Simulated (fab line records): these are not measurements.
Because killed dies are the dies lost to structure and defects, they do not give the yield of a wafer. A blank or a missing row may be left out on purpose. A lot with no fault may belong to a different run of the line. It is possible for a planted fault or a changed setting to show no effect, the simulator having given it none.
Commonality check across tools + flow nandHarc + Sample size 13 lots and 39 wafers

== REASON FOR OPENING ==
On 2 of the 13 lots, a flag is raised at NHARC_A_M0_CD_MEAS_09 on the reading cdNm. Fault-free wafers read 80.4 nm, with a standard deviation of 0.72.
Rule: a lot gets a flag if all its wafers with a number sit over 4 standard deviations from that mean, or if no wafer of it has a number. As for the other lots, they are considered sound.

| lot  | measured     | on       | cdNm (nm), wafer by wafer | flag    |
|------|--------------|----------|---------------------------|---------|
| L893 | day 23 02:59 | cdSem-03 | 80.3 80.8 80.2            |         |
| L894 | day 23 11:12 | cdSem-01 | 80.1 81.0 80.5            |         |
| L895 | day 23 22:22 | cdSem-03 | 80.7 80.0 79.9            |         |
| L896 | day 24 00:34 | cdSem-03 | 80.4 79.9 79.5            |         |
| L901 | day 25 22:37 | cdSem-02 | 86.5 85.8 86.5            | FLAGGED |
| L899 | day 25 23:45 | cdSem-01 | 86.6 85.8 85.8            | FLAGGED |
| L906 | day 28 18:29 | cdSem-01 | 80.2 81.1 79.9            |         |
| L908 | day 29 19:10 | cdSem-01 | 81.3 81.2 81.6            |         |
| L909 | day 29 22:50 | cdSem-03 | 80.6 81.2 80.1            |         |
| L910 | day 30 15:17 | cdSem-02 | 80.6 82.4 81.1            |         |
| L913 | day 31 06:41 | cdSem-01 | 80.8 80.2 81.0            |         |
| L914 | day 31 19:50 | cdSem-03 | 79.4 79.1 79.7            |         |
| L915 | day 32 10:23 | cdSem-02 | 81.3 80.1 79.8            |         |
The mean of the flagged lots' numbers is 86.2 nm, +5.8 nm from the usual (+8 standard deviations).

== TOOL THAT RAN EACH LOT ==
Before the reading, the record contains 3 process steps out of a 1302-step route. Cell contents, in order: the tool; ch with the chambers the sampled wafers went through; the start.
| lot  | flag    | NHARC_A_BLC_DEGAS_30        | NHARC_A_BLC_CVD_24                      | NHARC_A_M0_PEB_07                |
|------|---------|-----------------------------|-----------------------------------------|----------------------------------|
| L893 |         | pvdSputter-02, day 23 00:48 | cvdW-01 ch 0,1, day 23 02:13 or earlier | lithoTrack-04 ch 0, day 23 02:55 |
| L894 |         | pvdSputter-01, day 23 09:03 | cvdW-01 ch 0,1, day 23 10:26 or earlier | lithoTrack-04 ch 0, day 23 11:07 |
| L895 |         | pvdSputter-01, day 23 19:58 | cvdW-02 ch 0,1, day 23 21:20 or earlier | lithoTrack-04 ch 0, day 23 22:17 |
| L896 |         | pvdSputter-03, day 23 22:25 | cvdW-02 ch 0,1, day 23 23:47 or earlier | lithoTrack-01 ch 0, day 24 00:29 |
| L901 | FLAGGED | pvdSputter-02, day 25 20:20 | cvdW-01 ch 1, day 25 21:43 or earlier   | lithoTrack-01 ch 0, day 25 22:32 |
| L899 | FLAGGED | pvdSputter-03, day 25 21:28 | cvdW-02 ch 0,1, day 25 22:50 or earlier | lithoTrack-01 ch 0, day 25 23:40 |
| L906 |         | pvdSputter-02, day 28 16:17 | cvdW-02 ch 0,1, day 28 17:43 or earlier | lithoTrack-06 ch 0, day 28 18:24 |
| L908 |         | pvdSputter-03, day 29 16:40 | cvdW-02 ch 0,1, day 29 18:16 or earlier | lithoTrack-06 ch 0, day 29 19:05 |
| L909 |         | pvdSputter-01, day 29 20:35 | cvdW-01 ch 1, day 29 21:56 or earlier   | lithoTrack-04 ch 0, day 29 22:46 |
| L910 |         | pvdSputter-01, day 30 12:40 | cvdW-01 ch 1, day 30 14:29 or earlier   | lithoTrack-06 ch 0, day 30 15:12 |
| L913 |         | pvdSputter-01, day 31 04:26 | cvdW-02 ch 0,1, day 31 05:47 or earlier | lithoTrack-04 ch 0, day 31 06:37 |
| L914 |         | pvdSputter-01, day 31 17:43 | cvdW-02 ch 1, day 31 19:04 or earlier   | lithoTrack-04 ch 0, day 31 19:45 |
| L915 |         | pvdSputter-01, day 32 07:55 | cvdW-01 ch 0,1, day 32 09:20 or earlier | lithoTrack-01 ch 0, day 32 10:18 |
What is done by these steps:
- NHARC_A_BLC_DEGAS_30: time 60 s.
- NHARC_A_BLC_CVD_24: deposits W, target thk 150 nm, time 434 s.
- NHARC_A_M0_PEB_07: peb time 65 s.
- NHARC_A_M0_CD_MEAS_09: target cd 80 nm.

== FLAGGED OVER TOTAL, TOOL BY TOOL (the gauges that took the reading come last) ==
| step                  | tool          | lots run | flagged | share of the flagged lots | sound lots run after its first flagged lot |
|-----------------------|---------------|----------|---------|---------------------------|--------------------------------------------|
| NHARC_A_BLC_DEGAS_30  | pvdSputter-01 | 7        | 0       | none                      | -                                          |
| NHARC_A_BLC_DEGAS_30  | pvdSputter-02 | 3        | 1       | some                      | 1 (L906)                                   |
| NHARC_A_BLC_DEGAS_30  | pvdSputter-03 | 3        | 1       | some                      | 1 (L908)                                   |
| NHARC_A_BLC_CVD_24    | cvdW-01       | 6        | 1       | some                      | 3 (L909,L910,L915)                         |
| NHARC_A_BLC_CVD_24    | cvdW-02       | 7        | 1       | some                      | 4 (L906,L908,L913,L914)                    |
| NHARC_A_M0_PEB_07     | lithoTrack-01 | 4        | 2       | all                       | 1 (L915)                                   |
| NHARC_A_M0_PEB_07     | lithoTrack-04 | 6        | 0       | none                      | -                                          |
| NHARC_A_M0_PEB_07     | lithoTrack-06 | 3        | 0       | none                      | -                                          |
| NHARC_A_M0_CD_MEAS_09 | cdSem-01      | 5        | 1       | some                      | 3 (L906,L908,L913)                         |
| NHARC_A_M0_CD_MEAS_09 | cdSem-02      | 3        | 1       | some                      | 2 (L910,L915)                              |
| NHARC_A_M0_CD_MEAS_09 | cdSem-03      | 5        | 0       | none                      | -                                          |
Because NHARC_A_BLC_CVD_24 lacks a start for some lots, the hours and order of its lots are taken from NHARC_A_BLC_INSPECT_28.

== WHAT THE TABLE PERMITS ==
In the table, 1 row covers all flagged lots: lithoTrack-01 at NHARC_A_M0_PEB_07.
- lithoTrack-01 at NHARC_A_M0_PEB_07 ran 4 lots, 2 of them flagged. Sound lots ran on it after the first flagged one (L915), which a lasting fault on the whole tool wouldn't allow.
Every row of the table either missed a flagged lot or ran a sound lot after the first.

== WHAT THE SIMULATOR HAD INSERTED ==
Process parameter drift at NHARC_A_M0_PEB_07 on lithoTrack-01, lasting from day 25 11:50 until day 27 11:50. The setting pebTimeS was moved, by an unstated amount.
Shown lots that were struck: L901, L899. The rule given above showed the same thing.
